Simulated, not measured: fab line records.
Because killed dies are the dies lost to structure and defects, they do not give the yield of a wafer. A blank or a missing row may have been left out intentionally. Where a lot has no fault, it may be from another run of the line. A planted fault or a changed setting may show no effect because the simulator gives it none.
Struck lot and sound lot, side by side || flow n5Finfet || 35 steps out of a route of 1938
Sound: the wafers L713.1, L713.4, L713.6. Struck: wafer L715.4 (left out: L715.1, L715.5 of the same lot, which were not struck); the cause appears at the end.
Per side, at each step with rows, come the tool, then ch with its chambers, and then its first start. Under that, the readings that differ: sound wafers || struck wafers || difference of the means || sigmas: that difference in standard deviations of wafers without a fault.
alike: a reading whose means differ by less than 2 such deviations, as well as words and numbers matching on both sides. not compared: withheld readings; readings where some wafer has no value; bounds like >300 that might hide an equal value; numbers whose values overlap and for which the record gives no deviation.
A row with sigmas, a row that says differs or no value, or rows on one side alone: a step with any of these is where the two part. Non-overlapping numbers with no deviation appear without sigmas and do not part them. Lack of a reading on every wafer of one side parts them only where that side has two or more wafers.

first, 9 steps without rows for these wafers: N5_BEOL_M1_PEB_09 (peb time 60 s); N5_BEOL_M1_DEVELOP_10 (develop time 30 s); N5_BEOL_M1_DESCUM_16 (chemistry O2, time 7 s); N5_BEOL_M1_ETCH_74 (etches underlayer in N2/H2, target depth 6.5 nm, time 5.2 s); N5_BEOL_M1_ETCH_63 (etches SiARC in CF4, target depth 15.6 nm, time 26 s); N5_BEOL_M1_ETCH_64 (etches SOC in N2/H2, target depth 75 nm, overetch 15 nm, time 112.5 s); N5_BEOL_M1_STRIP_65 (strips in N2/H2); N5_BEOL_M1_STRIP_75 (strips in N2/H2); N5_BEOL_M1_STRIP_66 (strips in CF4).
N5_BEOL_M1_HM_OPEN_17: chemistry Cl2/BCl3, target TiN, target depth 20 nm, overetch 6 nm.
  sound on rieMetal-01 ch 0,1, day 8 03:01; struck on rieMetal-02 ch 1, day 8 16:18
{"reading": "drypumpMotorCurrentA (A)", "sound": "6.55 5.56 6.56", "struck": 5.51, "difference": -0.71, "sigmas": -2}
  alike: oesProductAu, throttleValvePct
  not compared: rfHoursCounterH
then, 24 steps without rows for these wafers: N5_BEOL_M1_STRIP_19 (strips in O2); N5_BEOL_M1_COAT_67 (time 60 s, resist thk 60 nm); N5_BEOL_M1_COAT_68 (time 60 s, resist thk 12 nm); N5_BEOL_M1_COAT_76 (time 60 s, resist thk 5 nm); N5_BEOL_M1_COAT_22 (resist thk 30 nm); N5_BEOL_M1_EBR_24; N5_BEOL_M1_SOFTBAKE_23 (time 60 s); N5_BEOL_M1_EXPOSE_25 (exposes mask V0, defocus 5 nm, target cd 24 nm); N5_BEOL_M1_PEB_26 (peb time 60 s); N5_BEOL_M1_DEVELOP_27 (develop time 30 s); N5_BEOL_M1_DESCUM_33 (chemistry O2, time 7 s); N5_BEOL_M1_ETCH_77 (etches underlayer in N2/H2, target depth 6.5 nm, time 5.2 s); N5_BEOL_M1_ETCH_69 (etches SiARC in CF4, target depth 15.6 nm, time 26 s); N5_BEOL_M1_ALD_98 (deposits SiO2, target thk 2.5 nm, pulse time 1 s, co reactant pulse time 1 s); N5_BEOL_M1_ETCHBACK_99 (etches SiO2 in CHF3, target depth 5 nm, time 10.4 s); N5_BEOL_M1_ETCH_70 (etches SOC in N2/H2, target depth 80 nm, overetch 16 nm, time 120 s); N5_BEOL_M1_STRIP_71 (strips in N2/H2); N5_BEOL_M1_STRIP_78 (strips in N2/H2); N5_BEOL_M1_VIA_ETCH_34 (etches the open film in C4F6/O2, target depth 67.8 nm, time 64.4 s); N5_BEOL_M1_STRIP_83 (strips in C4F6/O2); N5_BEOL_M1_STRIP_36 (strips in N2/H2); N5_BEOL_M1_TRENCH_ETCH_37 (etches SiOC in C4F6/O2, target depth 55.207 nm, time 29 s); N5_BEOL_M1_ETCH_41 (etches SiCN in CH3F/O2, target depth 31.9 nm, time 57.8 s); N5_BEOL_M1_STRIP_97 (strips in N2/H2, time 10 s).
-- here the record skips 6 days between the struck wafers' starts before and after, leaving off in module BEOL_M1 and picking up in module PASSIVATION (first step shown: number 1936 of the route) --
N5_PASSIVATION_PROBE_49:
  the record has rows for the struck wafers here (prober-01, day 15 03:10) and none for the sound ones

== WHERE THEY PART ==
Last at N5_PASSIVATION_PROBE_49 as far as this record goes, first at N5_BEOL_M1_HM_OPEN_17.

WHY: what the simulator had put in
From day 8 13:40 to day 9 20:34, rieMetal-02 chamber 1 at N5_BEOL_M1_HM_OPEN_17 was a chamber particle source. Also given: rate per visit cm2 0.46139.
